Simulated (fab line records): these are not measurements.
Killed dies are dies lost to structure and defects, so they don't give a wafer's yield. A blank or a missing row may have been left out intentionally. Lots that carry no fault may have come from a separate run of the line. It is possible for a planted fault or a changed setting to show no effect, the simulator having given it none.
fab line records	flow n5Finfet
record lots=11	wafers=33	lastDay=18
route steps=1938 shown BEOL_M11@1579 PASSIVATION@1936
lots with no fault: from the same line, run without faults
startH: start of the lot's first displayed wafer, in hours after the record's first day	waitH: hours from the lot's prior step to this one	" unchanged from the row above	L1.1+2: several wafers, shown together as one row	- value missing, or start not given	* or withheld: withheld	< > ~ a bound
route shown NAME@n: names a module that has steps shown in the file, with the first one's number in the route	usual: average and standard deviation across the fault-free wafers	same: alike in all rows	chamber/n: place in a boat	sites: per-site readings	_std_site: standard deviation of those values	_edge_site: mean of outer sites minus mean of inner sites	radiusMm: how far each site lies from the wafer's centre	mask NAME#n: copy n	behind: the last tool/chamber to shape the wafer	hold: reason for holding the lot/hours on hold/outcome of the hold	device: the n, p or np transistor that did not switch	end of line: at the end of the route, the tests of the same wafers	for a step that has no rows: nothing shown but its recipe	killed: dies that structure and defects cost at the first sort, which is not the same as the wafer's yield	map: a wafer's dies, marking killed ones x, the rest . and places with no die _
set.NAME: the setting as run; set.NAME@STEP: as run at that earlier step	model.NAME: the simulator's own value behind a step, which no gauge read
the route's steps for a sample of lots (tables are steps, rows are wafers)
services: a tool's chamber out of use, with start hour (startH, from the record's first day; less than 0 if before it), hours out, and reason
## steps
# step N5_BEOL_M11_ETCH_41
# recipe chemistry=CH3F/O2	target=SiCN	targetDepthA=426	taperDeg=2	timeS=86	ionEnergyEv=120	maskMaterial=TiN	pressureMtorr=30	sourceW=395	biasW=75	Ar_flow_sccm=150	CH3F_flow_sccm=30	O2_flow_sccm=20
# usual drypumpMotorCurrentA=5.8/0.33	oesProductAu=0.77/0.069	rfVppV=297.1/1.7	showerheadPlenumPTorr=1.99/0.076	throttleValvePct=16.37/0.22
lot.wafer	tool	chamber	startH	waitH	drypumpMotorCurrentA	oesProductAu	rfHoursCounterH	rfVppV	showerheadPlenumPTorr	throttleValvePct
L103.3	rieDiel-01	1	-	-	5.9	0.73	212	295.8	1.91	16.57
L103.4	"	3	"	"	5.7	0.74	158	294.7	1.91	16.53
L103.6	"	0	"	"	5.8	0.82	-	298.3	2.04	16.13
L102.1	rieDiel-03	3	-	-	5.9	0.70	236	297.0	1.99	16.60
L102.4	"	2	"	"	5.6	0.75	167	297.7	2.10	16.80
L102.5	"	3	"	"	5.9	0.70	-	296.2	1.99	16.63
L104.2	rieDiel-04	0	-	-	5.7	0.75	130	296.5	2.00	16.33
L104.3	"	3	"	"	5.0	0.76	146	297.7	1.99	15.97
L104.5	"	3	"	"	5.0	0.76	-	297.8	1.99	15.97
L108.2	rieDiel-01	3	-	-	5.7	0.73	168	295.6	1.91	16.52
L108.3	"	1	"	"	5.9	0.72	221	295.9	1.91	16.59
L108.5	"	1	"	"	5.9	0.71	-	296.7	1.91	16.59
L110.1	rieDiel-04	2	-	-	6.1	0.68	248	296.5	1.88	16.43
L110.2	"	3	"	"	5.1	0.75	155	297.1	1.99	15.99
L110.3	"	1	"	"	5.7	0.84	95	294.3	1.94	16.15
L111.4	rieDiel-03	2	-	-	5.6	0.74	-	297.7	2.10	16.82
L111.5	"	1	"	"	5.4	0.77	-	299.2	2.03	16.33
L111.6	"	0	"	"	5.7	0.82	-	299.3	2.10	16.52
L122.2	rieDiel-01	0	-	-	5.8	0.77	102	298.4	2.03	16.16
L122.3	"	2	"	"	6.4	0.70	224	299.2	2.07	16.50
L122.6	"	0	"	"	5.8	0.78	-	298.5	2.03	16.17
L119.2	rieDiel-04	1	-	-	5.7	0.81	117	295.8	1.93	16.20
L119.4	"	2	"	"	6.0	0.95	-	300.1	2.12	16.00
L119.5	"	1	"	"	5.7	0.82	-	294.9	1.93	16.19
L123.1	rieDiel-04	0	-	-	5.7	0.74	160	296.2	1.99	16.38
L123.3	"	1	"	"	5.7	0.82	123	294.3	1.93	16.20
L123.5	"	3	"	"	5.1	0.74	-	297.6	1.98	16.06
L124.1	rieDiel-04	1	-	-	5.7	0.82	124	295.6	1.93	16.21
L124.2	"	3	"	"	5.0	0.74	183	297.0	1.98	16.05
L124.5	"	1	"	"	5.7	0.82	-	294.5	1.93	16.19
L125.1	rieDiel-01	0	-	-	5.8	0.78	112	297.4	2.02	16.18
L125.2	"	2	"	"	6.4	0.69	233	299.8	2.07	16.52
L125.4	"	0	"	"	5.8	0.76	-	297.8	2.02	16.18
# step N5_BEOL_M11_SPUTTER_48
# recipe material=Cu	targetThkA=120	tempC=-20	biasV=60	powerW=26000	chamberPressurePa=0.13	timeS=2
# usual biasV=60.1/0.59	cathodeDcPowerW=26000/5.1	throttleValvePct=29.9/0.86
lot.wafer	tool	chamber	startH	waitH	biasV	cathodeDcPowerW	throttleValvePct
L103.3	pvdSputter-02	-	248.82	0.1	58.8	25998	29.0
L103.4	"	-	"	"	59.9	25997	28.4
L103.6	"	-	"	"	60.2	25996	29.8
L102.1	pvdSputter-02	-	250.16	0.3	59.2	26004	28.4
L102.4	"	-	"	"	61.1	25995	29.6
L102.5	"	-	"	"	61.0	26001	29.8
L104.2	pvdSputter-03	-	268.18	0.1	59.1	25999	29.9
L104.3	"	-	"	"	59.8	25997	30.8
L104.5	"	-	"	"	60.3	26003	30.1
L108.2	pvdSputter-01	-	280.32	0.1	60.2	25996	29.9
L108.3	"	-	"	"	60.9	26002	28.8
L108.5	"	-	"	"	60.4	26003	30.3
L110.1	pvdSputter-01	-	294.41	0.1	59.8	20222	30.1
L110.2	"	-	"	"	61.2	20223	30.2
L110.3	"	-	"	"	60.4	20232	30.9
L111.4	pvdSputter-01	-	294.57	0.1	60.5	20219	30.4
L111.5	"	-	"	"	60.0	20218	31.0
L111.6	"	-	"	"	59.4	20226	29.7
L122.2	pvdSputter-02	-	350.57	0.2	59.6	25999	28.7
L122.3	"	-	"	"	60.2	25995	31.3
L122.6	"	-	"	"	60.3	25999	30.0
L119.2	pvdSputter-02	-	350.73	0.1	60.0	26005	28.6
L119.4	"	-	"	"	60.0	25993	29.8
L119.5	"	-	"	"	60.0	26007	29.0
L123.1	pvdSputter-01	-	371.30	0.1	59.9	25999	29.0
L123.3	"	-	"	"	59.9	26000	29.8
L123.5	"	-	"	"	59.7	25994	29.9
L124.1	pvdSputter-02	-	371.95	0.1	59.5	26002	31.1
L124.2	"	-	"	"	58.4	25995	28.5
L124.5	"	-	"	"	61.2	26000	29.8
L125.1	pvdSputter-01	-	381.63	0.2	59.7	25999	28.6
L125.2	"	-	"	"	60.0	25998	30.4
L125.4	"	-	"	"	60.5	25996	30.1
# step N5_BEOL_M11_ANNEAL_51
# recipe tempC=225	timeS=90	ambient=N2
# usual wafer_temp_C_max=226.25/0.3
lot.wafer	tool	chamber	startH	waitH	wafer_temp_C_max
L103.3	rtpAnneal-02	0	249.23	0.2	225.98
L103.4	"	0	"	"	225.69
L103.6	"	0	"	"	225.69
L102.1	rtpAnneal-02	0	250.82	0.5	226.29
L102.4	"	0	"	"	226.09
L102.5	"	0	"	"	226.05
L104.2	rtpAnneal-01	0	268.64	0.3	226.13
L104.3	"	0	"	"	226.45
L104.5	"	0	"	"	226.39
L108.2	rtpAnneal-01	0	280.59	0.1	226.78
L108.3	"	0	"	"	226.37
L108.5	"	0	"	"	225.96
L110.1	rtpAnneal-01	0	294.64	0.1	226.33
L110.2	"	0	"	"	226.07
L110.3	"	0	"	"	226.55
L111.4	rtpAnneal-02	0	295.22	0.5	226.15
L111.5	"	0	"	"	225.88
L111.6	"	0	"	"	226.05
L122.2	rtpAnneal-01	0	351.57	0.9	226.27
L122.3	"	0	"	"	226.18
L122.6	"	0	"	"	226.29
L119.2	rtpAnneal-02	0	352.13	1.2	226.13
L119.4	"	0	"	"	226.18
L119.5	"	0	"	"	225.92
L123.1	rtpAnneal-01	0	371.86	0.4	226.34
L123.3	"	0	"	"	226.05
L123.5	"	0	"	"	226.49
L124.1	rtpAnneal-02	0	372.17	0.1	226.15
L124.2	"	0	"	"	226.03
L124.5	"	0	"	"	225.71
L125.1	rtpAnneal-01	0	381.98	0.2	226.86
L125.2	"	0	"	"	226.48
L125.4	"	0	"	"	226.36
# step N5_BEOL_M11_CMP_52
# recipe stopOn=SiCOH_lowk	tOverpolishS=7	downForcePsi=1	platenRpm=50	clearingPlatenDownForcePsi=1.5	clearingPlatenRpm=50	postCmpClean=cuAlkaline	targetThkNm=140	clearingPlatenPadVelocityMS=0.99484	padVelocityMS=0.99484
# usual headPressurePsi=0.9998/0.0021	motorCurrentA=5.9/0.61	slurryFlowMlMin=149.9/0.51
lot.wafer	tool	chamber	startH	waitH	headPressurePsi	motorCurrentA	slurryFlowMlMin
L103.4	cmp-03	0	249.44	0.1	0.9979	6.5	149.6
L103.3	"	3	"	"	0.9955	5.9	150.2
L103.6	"	1	"	"	0.9969	5.7	149.8
L102.4	cmp-03	0	251.20	0.2	1.0000	6.1	149.9
L102.1	"	1	"	"	1.0001	5.8	149.4
L102.5	"	3	"	"	1.0022	5.8	149.8
L104.2	cmp-04	0	268.89	0.2	0.9995	5.2	149.3
L104.3	"	3	"	"	0.9969	5.3	150.0
L104.5	"	0	"	"	1.0011	5.3	149.2
L108.2	cmp-03	1	280.85	0.2	0.9953	5.8	149.8
L108.3	"	3	"	"	1.0004	5.7	149.1
L108.5	"	1	"	"	0.9968	5.8	150.2
L110.3	cmp-04	0	295.21	0.3	1.0051	5.2	149.2
L110.2	"	1	"	"	1.0000	6.6	149.7
L110.1	"	2	"	"	0.9993	5.8	150.8
L111.4	cmp-02	2	295.50	0.2	1.0017	6.4	150.1
L111.5	"	3	"	"	1.0014	4.8	149.9
L111.6	"	0	"	"	1.0012	6.9	150.1
L122.2	cmp-04	2	352.09	0.4	0.9981	5.9	149.7
L122.3	"	3	"	"	0.9996	5.4	149.8
L122.6	"	2	"	"	0.9986	5.6	150.2
L119.2	cmp-03	0	352.46	0.3	0.9989	6.6	150.3
L119.4	"	1	"	"	0.9993	5.8	150.4
L119.5	"	3	"	"	0.9981	5.8	149.5
L123.1	cmp-02	2	372.16	0.3	1.0034	6.1	150.9
L123.3	"	0	"	"	1.0037	7.1	150.0
L123.5	"	3	"	"	0.9983	5.2	150.4
L124.2	cmp-04	2	372.49	0.2	1.0022	5.4	149.0
L124.1	"	0	"	"	0.9970	5.4	150.7
L124.5	"	2	"	"	0.9994	5.7	150.5
L125.2	cmp-02	3	382.28	0.2	0.9966	5.0	149.7
L125.4	"	0	"	"	1.0000	6.7	150.0
L125.1	"	2	"	"	1.0001	6.6	150.2
# step N5_PASSIVATION_PROBE_49
# usual defectLimitedYield=91.6/1.4	killed_at_M0_to_M3=32/9.5	killed_at_M4_up=13/6	killedAtContacts=12/5.6	killedAtFrontEnd=39/11	killedAtOther=2.8/2.3	killedDies=99/16	killedOnRim=12/3.4	killedOpen=65/12	killedShort=32/7.6	sort_bin_4_leakage=0.1/0.88	sort_bin_5_function=4.8/0.88	sort_bin_6_memory=3.2/0.65	sortNPass=1077/29	sortYieldPct=91.2/2.5
# same grossDies=1180	killedAtBackSide=0	sort_bin_8_speed[%]=0
lot.wafer	tool	chamber	startH	waitH	defectLimitedYield[%]	killed_at_M0_to_M3	killed_at_M4_up	killedAtContacts	killedAtFrontEnd	killedAtOther	killedDies	killedOnRim	killedOpen	killedShort	sort_bin_4_leakage[%]	sort_bin_5_function[%]	sort_bin_6_memory[%]	sortNPass	sortYieldPct[%]
L103.3	prober-01	-	287.07	0.1	93.0	23	12	3	45	0	83	12	59	24	0	3.6	3.0	1097	93.0
L103.4	prober-01	-	287.12	0.2	90.2	42	9	6	59	0	116	13	86	29	0	5.9	3.8	1064	90.2
L103.6	prober-01	-	287.22	0.3	90.2	46	15	9	45	1	116	22	78	38	0	4.9	4.7	1064	90.2
L102.1	prober-02	-	299.46	0.0	90.2	44	13	20	37	2	116	13	79	36	0	5.8	3.7	1064	90.2
L102.4	prober-02	-	299.61	0.2	90.0	27	9	15	64	3	118	16	77	40	0	5.9	4.0	1062	90.0
L102.5	prober-02	-	299.66	0.2	91.0	51	10	11	33	1	106	18	54	50	0	5.7	3.1	1074	91.0
L104.2	prober-02	-	318.21	0.1	92.1	34	11	7	40	1	93	9	59	34	0	4.3	3.5	1087	92.1
L104.3	prober-02	-	318.26	0.1	93.1	23	22	4	31	2	82	11	63	19	0	4.3	2.4	1098	93.1
L104.5	prober-02	-	318.36	0.2	92.7	15	17	20	33	1	86	13	51	35	0	4.2	2.7	1094	92.7
L108.2	prober-02	-	322.64	0.1	91.2	53	11	11	29	0	104	10	63	41	0	4.9	3.6	1076	91.2
L108.3	prober-02	-	322.69	0.1	91.2	34	11	7	50	2	104	16	70	32	0	4.7	4.0	1076	91.2
L108.5	prober-02	-	322.79	0.2	91.9	33	8	12	40	3	96	14	66	30	0	4.7	3.1	1084	91.9
L110.1	prober-02	-	333.58	0.0	87.7	36	12	25	70	2	145	17	84	60	0	7.8	3.8	1035	87.7
L110.2	prober-02	-	333.63	0.1	89.8	32	23	25	35	5	120	19	78	38	0	6.2	3.8	1060	89.8
L110.3	prober-02	-	333.68	0.1	92.5	25	12	16	30	6	89	20	52	29	0	4.2	3.1	1091	92.5
L111.4	prober-01	-	335.43	0.2	89.0	36	25	12	54	3	130	20	72	52	0	7.0	3.4	1050	89.0
L111.5	prober-01	-	335.48	0.2	91.6	36	20	18	23	2	99	14	62	30	0	5.3	2.7	1081	91.6
L111.6	prober-01	-	335.53	0.3	87.6	37	27	13	56	13	146	18	83	48	0	6.2	4.6	1034	87.6
L122.2	prober-01	-	394.98	0.1	90.1	54	6	8	48	1	117	16	76	41	0.2	5.3	4.3	1061	89.9
L122.3	prober-01	-	395.03	0.1	90.5	29	15	15	51	2	112	10	72	39	0	5.4	3.4	1068	90.5
L122.6	prober-01	-	395.18	0.3	89.5	31	14	13	60	6	124	14	83	41	0	6.4	3.8	1056	89.5
L119.2	prober-02	-	397.35	0.7	92.5	37	7	17	25	2	88	10	59	29	0	4.4	2.8	1092	92.5
L119.4	prober-02	-	397.45	0.8	90.1	33	20	5	59	0	117	21	65	42	0	5.2	3.1	1063	90.1
L119.5	prober-02	-	397.50	0.8	90.4	45	6	12	49	1	113	13	68	38	0	5.9	2.9	1067	90.4
L123.1	prober-02	-	411.86	0.0	92.5	38	17	11	23	0	89	12	68	20	0	4.7	2.7	1091	92.5
L123.3	prober-02	-	411.96	0.1	93.0	32	10	14	27	0	83	11	64	19	0	4.0	2.8	1097	93.0
L123.5	prober-02	-	412.06	0.2	91.1	34	16	11	43	1	105	13	71	33	0	5.3	3.5	1075	91.1
L124.1	prober-01	-	418.94	0.0	94.3	24	8	15	19	1	67	10	46	20	0	3.4	2.3	1113	94.3
L124.2	prober-01	-	418.99	0.1	92.7	25	14	12	33	2	86	12	57	26	0	3.4	3.0	1094	92.7
L124.5	prober-01	-	419.14	0.2	91.4	23	23	24	31	0	101	10	63	37	0	5.5	2.8	1079	91.4
L125.1	prober-02	-	422.93	0.0	91.6	21	25	4	40	9	99	11	65	33	0	4.8	3.1	1081	91.6
L125.2	prober-02	-	422.98	0.1	89.6	29	20	12	55	7	123	17	75	41	0	5.9	4.0	1057	89.6
L125.4	prober-02	-	423.08	0.2	91.6	33	9	7	49	1	99	8	56	37	0	4.6	2.8	1081	91.6
# killed by level:class
L103.3 FIN_SAQP:geometricParticle:short=12 FIN_SAQP:geometricParticle:open=9 STI_FIN_REVEAL:geometricParticle:open=8 BEOL_M2:geometricParticle:open=7 STARTING-WAFER:geometricParticle:open=7 BEOL_M3:geometricParticle:open=7 BEOL_M0_SAQP:geometricParticle:open=4 BEOL_M4:geometricParticle:open=4
L103.4 STI_FIN_REVEAL:geometricParticle:open=25 BEOL_M2:geometricParticle:open=15 FIN_SAQP:geometricParticle:short=10 FIN_SAQP:geometricParticle:open=9 BEOL_M3:geometricParticle:open=9 DUMMY_GATE:geometricParticle:open=4 MOL_CONTACT_COAG:geometricParticle:open=4 BEOL_M0_SAQP:geometricParticle:open=4
L103.6 BEOL_M0_SAQP:geometricParticle:short=14 FIN_SAQP:geometricParticle:open=11 STI_FIN_REVEAL:geometricParticle:open=10 BEOL_M0_SAQP:geometricParticle:open=10 MOL_CONTACT_COAG:geometricParticle:open=7 FIN_SAQP:geometricParticle:short=6 BEOL_M3:geometricParticle:open=6 BEOL_M2:geometricParticle:open=5
L102.1 MOL_CONTACT_COAG:geometricParticle:open=17 BEOL_M0_SAQP:geometricParticle:short=12 BEOL_M2:geometricParticle:open=11 FIN_SAQP:geometricParticle:open=10 DUMMY_GATE:geometricParticle:open=10 BEOL_M0_SAQP:geometricParticle:open=6 BEOL_M5:geometricParticle:open=5 BEOL_M3:geometricParticle:open=5
L102.4 STI_FIN_REVEAL:geometricParticle:open=20 MOL_CONTACT_COAG:geometricParticle:open=14 FIN_SAQP:geometricParticle:open=11 GATE_CUT:geometricParticle:short=7 BEOL_M1:geometricParticle:short=6 DUMMY_GATE:geometricParticle:open=5 ILD0:geometricParticle:short=5 BEOL_M0_SAQP:geometricParticle:open=5
L102.5 BEOL_M0_SAQP:geometricParticle:short=22 BEOL_M0_SAQP:geometricParticle:open=16 FIN_SAQP:geometricParticle:short=10 MOL_CONTACT_COAG:geometricParticle:open=8 BEOL_M1:geometricParticle:short=8 STARTING-WAFER:geometricParticle:open=5 FIN_SAQP:geometricParticle:open=4 STI_FIN_REVEAL:geometricParticle:open=3
L104.2 BEOL_M2:geometricParticle:open=12 FIN_SAQP:geometricParticle:short=8 STI_FIN_REVEAL:geometricParticle:open=7 BEOL_M0_SAQP:geometricParticle:open=7 GATE_CUT:geometricParticle:short=6 BEOL_M4:geometricParticle:open=6 STARTING-WAFER:geometricParticle:open=6 MOL_CONTACT_COAG:geometricParticle:open=5
L104.3 BEOL_M4:geometricParticle:open=17 STI_FIN_REVEAL:geometricParticle:open=9 BEOL_M0:geometricParticle:open=6 DUMMY_GATE:geometricParticle:open=5 BEOL_M3:geometricParticle:open=5 GATE_CUT:geometricParticle:short=4 MOL_CONTACT_COAG:geometricParticle:open=4 BEOL_M0_SAQP:geometricParticle:open=4
L104.5 MOL_CONTACT_COAG:geometricParticle:open=15 FIN_SAQP:geometricParticle:short=9 FIN_SAQP:geometricParticle:open=7 STI_FIN_REVEAL:geometricParticle:open=6 BEOL_M4:geometricParticle:open=6 BEOL_M4:geometricParticle:short=6 GATE_CUT:geometricParticle:short=5 MOL_CONTACT_COAG:geometricParticle:short=5
L108.2 BEOL_M1:geometricParticle:open=13 BEOL_M2:geometricParticle:open=12 MOL_CONTACT_COAG:geometricParticle:open=9 BEOL_M0_SAQP:geometricParticle:short=8 BEOL_M3:geometricParticle:short=7 FIN_SAQP:geometricParticle:short=6 ILD0:geometricParticle:short=6 BEOL_M0_SAQP:geometricParticle:open=6
L108.3 STI_FIN_REVEAL:geometricParticle:open=14 FIN_SAQP:geometricParticle:open=10 FIN_SAQP:geometricParticle:short=9 BEOL_M3:geometricParticle:open=8 BEOL_M0_SAQP:geometricParticle:short=7 BEOL_M2:geometricParticle:open=6 BEOL_M1:geometricParticle:open=5 DUMMY_GATE:geometricParticle:open=5
L108.5 STI_FIN_REVEAL:geometricParticle:open=11 BEOL_M3:geometricParticle:open=11 MOL_CONTACT_COAG:geometricParticle:open=9 FIN_SAQP:geometricParticle:open=5 BEOL_M2:geometricParticle:open=5 BEOL_M0_SAQP:geometricParticle:open=4 FIN_SAQP:geometricParticle:short=3 FIN_CUT:geometricParticle:short=3
L110.1 FIN_SAQP:geometricParticle:open=23 FIN_SAQP:geometricParticle:short=13 MOL_CONTACT_COAG:geometricParticle:open=13 MOL_CONTACT_COAG:geometricParticle:short=12 BEOL_M3:geometricParticle:open=9 GATE_CUT:geometricParticle:short=8 BEOL_M0_SAQP:geometricParticle:short=8 BEOL_M4:geometricParticle:open=7
L110.2 MOL_CONTACT_COAG:geometricParticle:open=19 FIN_SAQP:geometricParticle:short=8 BEOL_M3:geometricParticle:open=8 BEOL_M2:geometricParticle:open=7 MOL_CONTACT_COAG:geometricParticle:short=6 BEOL_M0_SAQP:geometricParticle:open=6 DUMMY_GATE:geometricParticle:open=5 BEOL_M4:geometricParticle:open=5
L110.3 MOL_CONTACT_COAG:geometricParticle:open=13 FIN_SAQP:geometricParticle:short=7 FIN_SAQP:geometricParticle:open=6 BEOL_M3:geometricParticle:open=6 STI_FIN_REVEAL:geometricParticle:open=5 BEOL_M11:interfaceVoidOpened=5 BEOL_M0_SAQP:geometricParticle:open=4 MOL_CONTACT_COAG:geometricParticle:short=3
L111.4 BEOL_M0_SAQP:geometricParticle:short=18 FIN_SAQP:geometricParticle:open=12 BEOL_M0_SAQP:geometricParticle:open=12 BEOL_M4:geometricParticle:open=11 FIN_SAQP:geometricParticle:short=10 MOL_CONTACT_COAG:geometricParticle:open=10 GATE_CUT:geometricParticle:short=6 STI_FIN_REVEAL:geometricParticle:open=5
L111.5 MOL_CONTACT_COAG:geometricParticle:open=16 BEOL_M0_SAQP:geometricParticle:open=14 BEOL_M0_SAQP:geometricParticle:short=13 FIN_SAQP:geometricParticle:short=6 STI_FIN_REVEAL:geometricParticle:open=5 BEOL_M4:geometricParticle:open=5 BEOL_M11:interfaceVoidOpened=5 FIN_SAQP:geometricParticle:open=4
L111.6 BEOL_M4:geometricParticle:open=14 BEOL_M0_SAQP:geometricParticle:open=13 BEOL_M0_SAQP:geometricParticle:short=12 FIN_SAQP:geometricParticle:open=11 MOL_CONTACT_COAG:geometricParticle:open=10 HKMG_FIN:areaEtch=10 FIN_SAQP:geometricParticle:short=9 BEOL_M1:geometricParticle:open=6
L122.2 FIN_SAQP:geometricParticle:open=18 BEOL_M1:geometricParticle:short=16 BEOL_M1:geometricParticle:open=14 BEOL_M2:geometricParticle:open=9 FIN_SAQP:geometricParticle:short=7 MOL_CONTACT_COAG:geometricParticle:open=7 BEOL_M0_SAQP:geometricParticle:open=6 DUMMY_GATE:geometricParticle:open=4
L122.3 FIN_SAQP:geometricParticle:short=13 FIN_SAQP:geometricParticle:open=12 MOL_CONTACT_COAG:geometricParticle:open=12 DUMMY_GATE:geometricParticle:open=7 BEOL_M2:geometricParticle:open=7 STI_FIN_REVEAL:geometricParticle:open=6 BEOL_M0_SAQP:geometricParticle:open=5 BEOL_M4:geometricParticle:open=5
L122.6 FIN_SAQP:geometricParticle:open=14 FIN_SAQP:geometricParticle:short=11 MOL_CONTACT_COAG:geometricParticle:open=11 DUMMY_GATE:geometricParticle:open=10 STI_FIN_REVEAL:geometricParticle:open=9 BEOL_M5:geometricParticle:open=7 BEOL_M2:geometricParticle:open=6 BEOL_M0_SAQP:geometricParticle:open=5
L119.2 MOL_CONTACT_COAG:geometricParticle:open=13 BEOL_M0_SAQP:geometricParticle:open=10 BEOL_M0_SAQP:geometricParticle:short=9 STI_FIN_REVEAL:geometricParticle:open=8 BEOL_M2:geometricParticle:open=7 MOL_CONTACT_COAG:geometricParticle:short=4 BEOL_M1:geometricParticle:open=4 GATE_CUT:geometricParticle:open=3
L119.4 FIN_SAQP:geometricParticle:open=16 FIN_SAQP:geometricParticle:short=11 BEOL_M0_SAQP:geometricParticle:short=9 HKMG_FIN:areaEtch=9 BEOL_M0_SAQP:geometricParticle:open=8 STI_FIN_REVEAL:geometricParticle:open=6 BEOL_M1:geometricParticle:open=5 BEOL_M2:geometricParticle:open=5
L119.5 FIN_SAQP:geometricParticle:open=12 BEOL_M0_SAQP:geometricParticle:open=12 BEOL_M0_SAQP:geometricParticle:short=12 BEOL_M1:geometricParticle:open=11 MOL_CONTACT_COAG:geometricParticle:open=10 FIN_SAQP:geometricParticle:short=9 HKMG_FIN:areaEtch=7 BEOL_M2:geometricParticle:open=5
L123.1 MOL_CONTACT_COAG:geometricParticle:open=11 BEOL_M4:geometricParticle:open=10 BEOL_M0_SAQP:geometricParticle:open=9 BEOL_M0:geometricParticle:open=8 BEOL_M0_SAQP:geometricParticle:short=7 BEOL_M2:geometricParticle:open=7 DUMMY_GATE:geometricParticle:open=5 STI_FIN_REVEAL:geometricParticle:open=4
L123.3 MOL_CONTACT_COAG:geometricParticle:open=13 FIN_SAQP:geometricParticle:open=9 BEOL_M0_SAQP:geometricParticle:open=9 BEOL_M4:geometricParticle:open=5 STI_FIN_REVEAL:geometricParticle:open=4 BEOL_M0:geometricParticle:open=4 BEOL_M1:geometricParticle:short=4 BEOL_M3:geometricParticle:open=4
L123.5 STI_FIN_REVEAL:geometricParticle:open=17 BEOL_M3:geometricParticle:open=12 BEOL_M4:geometricParticle:open=8 BEOL_M0_SAQP:geometricParticle:short=7 MOL_CONTACT_COAG:geometricParticle:open=6 FIN_SAQP:geometricParticle:short=5 STI_FIN_REVEAL:geometricParticle:short=5 MOL_CONTACT_COAG:geometricParticle:short=5
L124.1 MOL_CONTACT_COAG:geometricParticle:open=13 BEOL_M1:geometricParticle:open=7 BEOL_M3:geometricParticle:short=5 BEOL_M4:geometricParticle:open=4 FIN_SAQP:geometricParticle:open=3 STI_FIN_REVEAL:geometricParticle:open=3 GATE_CUT:geometricParticle:open=3 GATE_CUT:geometricParticle:short=3
L124.2 MOL_CONTACT_COAG:geometricParticle:open=9 DUMMY_GATE:geometricParticle:open=7 BEOL_M3:geometricParticle:open=7 BEOL_M4:geometricParticle:open=7 GATE_CUT:geometricParticle:short=5 BEOL_M0_SAQP:geometricParticle:open=5 BEOL_M2:geometricParticle:open=5 STARTING-WAFER:geometricParticle:short=4
L124.5 MOL_CONTACT_COAG:geometricParticle:open=18 FIN_SAQP:geometricParticle:short=10 BEOL_M4:geometricParticle:open=8 BEOL_M5:geometricParticle:open=7 MOL_CONTACT_COAG:geometricParticle:short=6 BEOL_M0_SAQP:geometricParticle:open=6 DUMMY_GATE:geometricParticle:open=5 BEOL_M0_SAQP:geometricParticle:short=5
L125.1 FIN_SAQP:geometricParticle:open=13 BEOL_M4:geometricParticle:open=12 BEOL_M1:geometricParticle:open=6 FIN_SAQP:geometricParticle:short=4 STI_FIN_REVEAL:geometricParticle:open=4 ILD0:geometricParticle:short=4 BEOL_M4:geometricParticle:short=4 MOL_CONTACT_COAG:geometricParticle:short=3
L125.2 FIN_SAQP:geometricParticle:open=11 BEOL_M4:geometricParticle:open=9 MOL_CONTACT_COAG:geometricParticle:open=9 STI_FIN_REVEAL:geometricParticle:open=8 BEOL_M0_SAQP:geometricParticle:open=7 BEOL_M0_SAQP:geometricParticle:short=6 STARTING-WAFER:geometricParticle:short=5 HKMG_FIN:areaEtch=5
L125.4 FIN_SAQP:geometricParticle:short=10 BEOL_M0_SAQP:geometricParticle:short=10 FIN_SAQP:geometricParticle:open=6 BEOL_M2:geometricParticle:open=6 DUMMY_GATE:geometricParticle:open=6 HKMG_FIN:areaEtch=6 BEOL_M1:geometricParticle:open=5 STI_FIN_REVEAL:geometricParticle:open=4
## services
tool	chamber	startH	hours	kind
rieDiel-01	-	229.78	2.5	repair
cmp-02	-	259.65	4.0	pm
rieDiel-03	-	262.64	0.5	repair
cmp-04	-	264.38	0.9	repair
cmp-02	-	267.05	16.2	repair
cmp-03	-	271.78	2.7	repair
cmp-02	-	289.29	0.4	repair
rieDiel-04	0	289.58	7.4	repair
cmp-03	-	298.15	0.5	repair
cmp-03	-	303.39	4.7	pm
rieDiel-04	2	306.17	5.3	repair
cmp-04	-	306.77	4.9	repair
rieDiel-04	2	311.66	-	clean
rieDiel-04	2	311.66	-	consumableReplace:focusRing
rieDiel-04	2	311.66	-	consumableReplace:showerhead
rieDiel-04	2	311.66	12.8	scheduledDown
cmp-03	-	312.03	0.3	repair
rieDiel-03	2	342.53	6.8	repair
rieDiel-04	0	344.79	4.5	repair
cmp-02	-	348.11	5.2	repair
rieDiel-01	3	352.67	2.8	repair
cmp-04	-	353.91	4.0	pm
pvdSputter-03	-	366.39	1.0	repair
cmp-04	-	379.20	1.3	repair
## key
firstSign step=N5_BEOL_M11_SPUTTER_48	reading=cathodeDcPowerW	direction=down	sigmas=99+	usual=*	struck=*
effect none on later readings
metAt N5_BEOL_M11_SPUTTER_48
struckLots L110,L111
baselineLoss step=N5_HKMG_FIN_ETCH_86	wafers=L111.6
notActingAt N5_BEOL_M11_ETCH_41,N5_BEOL_M11_ANNEAL_51,N5_BEOL_M11_CMP_52
fault kind=processParameterDrift	tool=pvdSputter-01	chamber=-	onsetH=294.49	steps=N5_BEOL_M11_SPUTTER_48	channel=powerW	offset=*	shape=step	endH=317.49	actsIn=*	stated=*
# baselineLoss: these wafers lose ten dies or more at that step, a loss of the line's own and not of a fault; the sort's usual values leave them out
